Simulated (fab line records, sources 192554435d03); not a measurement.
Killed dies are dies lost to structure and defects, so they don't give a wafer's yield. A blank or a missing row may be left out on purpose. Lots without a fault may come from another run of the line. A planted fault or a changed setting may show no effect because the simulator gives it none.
A struck lot beside a sound one | flow n5_finfet | 24 steps out of a route of 1938
Sound: wafers L360.1, L360.2, L360.3. Struck: wafers L361.3, L361.4, L361.5. The cause comes at the end.
At each step with rows: each side's tool, then ch and its chambers, then its first start. Under that, the readings that differ: sound wafers | struck wafers | difference of the means | sigmas: that difference in standard deviations of wafers without a fault.
alike: readings whose means differ by less than 2 such deviations, and words and numbers that are the same on both sides. not compared: withheld readings, readings that some wafer has no value for, bounds like >300 that may hide the same value, and numbers for which the record gives no deviation and whose values overlap.
The two part at a step that has a row with sigmas, a row that says differs or no value, or rows on one side only. Numbers that don't overlap but have no deviation are shown without sigmas and don't part them. A reading that every wafer of one side lacks parts them only if that side has two wafers or more.

first, 11 steps without rows for these wafers: N5_BEOL_M6_ETCH_62 (etches SOC in N2/H2, target depth 110 nm, overetch 22 nm, time 165 s); N5_BEOL_M6_STRIP_68 (strips in N2/H2); N5_BEOL_M6_STRIP_67 (strips in CF4); N5_BEOL_M6_HM_OPEN_17 (chemistry Cl2/BCl3, target TiN, target depth 20 nm, overetch 6 nm); N5_BEOL_M6_STRIP_19 (strips in O2); N5_BEOL_M6_COAT_63 (time 60 s, resist thk 60 nm); N5_BEOL_M6_COAT_64 (time 60 s, resist thk 12 nm); N5_BEOL_M6_COAT_71 (time 60 s, resist thk 5 nm); N5_BEOL_M6_COAT_22 (resist thk 30 nm); N5_BEOL_M6_EBR_24; N5_BEOL_M6_SOFTBAKE_23 (time 60 s).
N5_BEOL_M6_EXPOSE_25: exposes mask V5, target cd 40 nm.
  sound on euv_scanner-01 ch 0, day 10 17:34; struck on euv_scanner-01 ch 0, day 11 00:17
  reading              | sound             | struck            | difference | sigmas
  exposure_dose_mJ_cm2 | 44.89 44.89 44.97 | 50.29 50.24 50.26 | +5.35      | +82
  alike: mask, focus_offset_nm
then, 2 steps without rows for these wafers: N5_BEOL_M6_PEB_26 (peb time 60 s); N5_BEOL_M6_DEVELOP_27 (develop time 30 s).
N5_BEOL_M6_CD_MEAS_28: target cd 40 nm.
  sound on cd_sem-03 ch 0, day 10 17:43; struck on cd_sem-03 ch 0, day 11 00:24
  reading    | sound             | struck            | difference | sigmas
  cd_nm (nm) | 39.92 40.31 40.09 | 42.36 42.74 42.60 | +2.46      | +11
N5_BEOL_M6_DESCUM_33: chemistry O2, time 7 s.
  sound on rie_diel-06 ch 1,2,3, day 10 17:50; struck on rie_diel-05 ch 0,1, day 11 00:38
  reading                  | sound        | struck         | difference | sigmas
  model.BEOL_M6.cd_nm (nm) | 39.8 40 39.8 | 42.6 42.4 42.4 | +2.6       |
  alike: chamber_pressure_mTorr, drypump_motor_current_A, oes_product_au, rf_vpp_V, showerhead_plenum_p_Torr, throttle_valve_pct
  not compared: rf_hours_counter_h
then, 5 steps without rows for these wafers: N5_BEOL_M6_ETCH_72 (etches underlayer in N2/H2, target depth 6.5 nm, time 5.2 s); N5_BEOL_M6_ETCH_65 (etches SiARC in CF4, target depth 15.6 nm, time 26 s); N5_BEOL_M6_ETCH_66 (etches SOC in N2/H2, target depth 80 nm, overetch 16 nm, time 120 s); N5_BEOL_M6_STRIP_69 (strips in N2/H2); N5_BEOL_M6_STRIP_73 (strips in N2/H2).
N5_BEOL_M6_VIA_ETCH_34: etches SiCOH lowk in C4F6/O2, target depth 126.3 nm, time 50.9 s.
  sound on rie_diel-06 ch 1,2,3, day 10 18:01; struck on rie_diel-05 ch 0,1, day 11 00:49
  reading                  | sound          | struck         | difference | sigmas
  model.BEOL_M6.cd_nm (nm) | 39.8 39.6 39.8 | 42.4 42.4 42.2 | +2.6       |
  alike: chamber_pressure_mTorr, drypump_motor_current_A, oes_f_703_au, oes_product_au, rf_vpp_V, showerhead_plenum_p_Torr, throttle_valve_pct
  not compared: rf_hours_counter_h
then, 1 step without rows for these wafers: N5_BEOL_M6_STRIP_76 (strips in C4F6/O2).
-- the record jumps here: 4 days lie between the struck wafers' starts before and after (it left off in module BEOL_M6 and takes up again in module PASSIVATION, whose first step shown is number 1936 of the route) --
N5_PASSIVATION_PROBE_49:
  sound on prober-02, day 14 19:22; struck on prober-01, day 14 21:08
  alike: defect_limited_yield, killed_at_M0_to_M3, killed_at_M4_up, killed_at_contacts, killed_at_front_end, killed_at_other, killed_dies, killed_on_rim, killed_open, killed_short, sort_bin_5_function, sort_bin_6_memory, sort_n_pass, sort_yield_pct

WHERE THEY PART
First at N5_BEOL_M6_EXPOSE_25; last, within this record, at N5_BEOL_M6_CD_MEAS_28. Later steps at which nothing parts them and some readings are alike: N5_BEOL_M6_DESCUM_33, N5_BEOL_M6_VIA_ETCH_34, N5_PASSIVATION_PROBE_49.

WHY: what the simulator had put in
Process parameter drift: euv_scanner-01, from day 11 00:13 on, at N5_BEOL_M6_EXPOSE_25. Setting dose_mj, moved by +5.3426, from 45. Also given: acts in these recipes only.
